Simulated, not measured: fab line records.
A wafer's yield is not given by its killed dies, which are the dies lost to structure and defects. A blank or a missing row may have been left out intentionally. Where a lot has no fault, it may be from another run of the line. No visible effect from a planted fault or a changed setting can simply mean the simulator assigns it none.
Matching of chambers :: flow n5-finfet :: rie-diel-03 running N5_DUMMY_GATE_DESCUM_20: 4 sister chambers
The step chemistry O2, time 6.2 s. 14 wafers are shown with their chamber, then 7 later ones without.

== EACH WAFER AND ITS CHAMBER ==
wafer: L074.2
chamber: 1
showerhead-plenum-p-Torr (Torr): 2.14
drypump-motor-current-A (A): 5.2
throttle-valve-pct (%): 20.65

wafer: L074.4
chamber: 0
showerhead-plenum-p-Torr (Torr): 2.02
drypump-motor-current-A (A): 5.4
throttle-valve-pct (%): 20.66

wafer: L074.6
chamber: 3
showerhead-plenum-p-Torr (Torr): 2.16
drypump-motor-current-A (A): 5.7
throttle-valve-pct (%): 20.50

wafer: L080.1
chamber: 1
showerhead-plenum-p-Torr (Torr): 2.14
drypump-motor-current-A (A): 5.2
throttle-valve-pct (%): 20.68

wafer: L080.3
chamber: 2
showerhead-plenum-p-Torr (Torr): 2.07
drypump-motor-current-A (A): 5.7
throttle-valve-pct (%): 20.75

wafer: L080.4
chamber: 3
showerhead-plenum-p-Torr (Torr): 2.16
drypump-motor-current-A (A): 5.6
throttle-valve-pct (%): 20.53

wafer: L082.1
chamber: 2
showerhead-plenum-p-Torr (Torr): 2.07
drypump-motor-current-A (A): 5.7
throttle-valve-pct (%): 20.75

wafer: L082.3
chamber: 0
showerhead-plenum-p-Torr (Torr): 2.01
drypump-motor-current-A (A): 5.4
throttle-valve-pct (%): 20.68

wafer: L082.5
chamber: 1
showerhead-plenum-p-Torr (Torr): 2.14
drypump-motor-current-A (A): 5.2
throttle-valve-pct (%): 20.68

wafer: L083.3
chamber: 3
showerhead-plenum-p-Torr (Torr): 2.16
drypump-motor-current-A (A): 5.7
throttle-valve-pct (%): 20.54

wafer: L083.4
chamber: 0
showerhead-plenum-p-Torr (Torr): 2.01
drypump-motor-current-A (A): 5.5
throttle-valve-pct (%): 20.68

wafer: L083.5
chamber: 3
showerhead-plenum-p-Torr (Torr): 2.16
drypump-motor-current-A (A): 5.7
throttle-valve-pct (%): 20.54

wafer: L091.3
chamber: 1
showerhead-plenum-p-Torr (Torr): 2.13
drypump-motor-current-A (A): 5.2
throttle-valve-pct (%): 20.73

wafer: L091.5
chamber: 1
showerhead-plenum-p-Torr (Torr): 2.13
drypump-motor-current-A (A): 5.2
throttle-valve-pct (%): 20.72

SIGNATURES (averages over the wafers above)
reading: showerhead-plenum-p-Torr
chamber 0: 2.0133
chamber 1: 2.1360
chamber 2: 2.0700
chamber 3: 2.1600
scatter within a chamber: 0.00432

reading: drypump-motor-current-A
chamber 0: 5.433
chamber 1: 5.200
chamber 2: 5.700
chamber 3: 5.675
scatter within a chamber: 0.0376

reading: throttle-valve-pct
chamber 0: 20.6733
chamber 1: 20.6920
chamber 2: 20.7500
chamber 3: 20.5275
scatter within a chamber: 0.0237
Rule: for each reading, subtract the chamber's mean from the wafer's reading, divide by that reading's scatter and square the result; add these up over the readings and take the root, which gives the wafer's distance from the chamber. If the next closest chamber is less than 2 further off than the closest, the wafer can't be placed; otherwise it belongs to the closest. The scatter: the root of (the sum of the squares of (reading less its chamber's mean) over the shown wafers, divided by (wafers less chambers)).

== WAFERS WITH NO CHAMBER GIVEN ==
wafer: L091.6
showerhead-plenum-p-Torr (Torr): 2.06
drypump-motor-current-A (A): 5.7
throttle-valve-pct (%): 20.77

wafer: L092.1
showerhead-plenum-p-Torr (Torr): 2.15
drypump-motor-current-A (A): 5.7
throttle-valve-pct (%): 20.57

wafer: L092.3
showerhead-plenum-p-Torr (Torr): 2.06
drypump-motor-current-A (A): 5.7
throttle-valve-pct (%): 20.79

wafer: L092.5
showerhead-plenum-p-Torr (Torr): 2.06
drypump-motor-current-A (A): 5.7
throttle-valve-pct (%): 20.79

wafer: L095.3
showerhead-plenum-p-Torr (Torr): 2.13
drypump-motor-current-A (A): 5.2
throttle-valve-pct (%): 20.35

wafer: L095.5
showerhead-plenum-p-Torr (Torr): 2.06
drypump-motor-current-A (A): 5.7
throttle-valve-pct (%): 20.78

wafer: L095.6
showerhead-plenum-p-Torr (Torr): 2.13
drypump-motor-current-A (A): 5.2
throttle-valve-pct (%): 20.36

== CHAMBER TAKEN BY EACH ==
wafer: L091.6
from the rows above: 2
in truth: 2

wafer: L092.1
from the rows above: 3
in truth: 3

wafer: L092.3
from the rows above: 2
in truth: 2

wafer: L092.5
from the rows above: 2
in truth: 2

wafer: L095.3
from the rows above: can't be placed: 1 or 3
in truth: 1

wafer: L095.5
from the rows above: 2
in truth: 2

wafer: L095.6
from the rows above: can't be placed: 1 or 3
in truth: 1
5 of 7 placed correctly. Can't be placed from these rows: 2 (the true chamber is among the candidates in 2). Wrongly placed: 0.
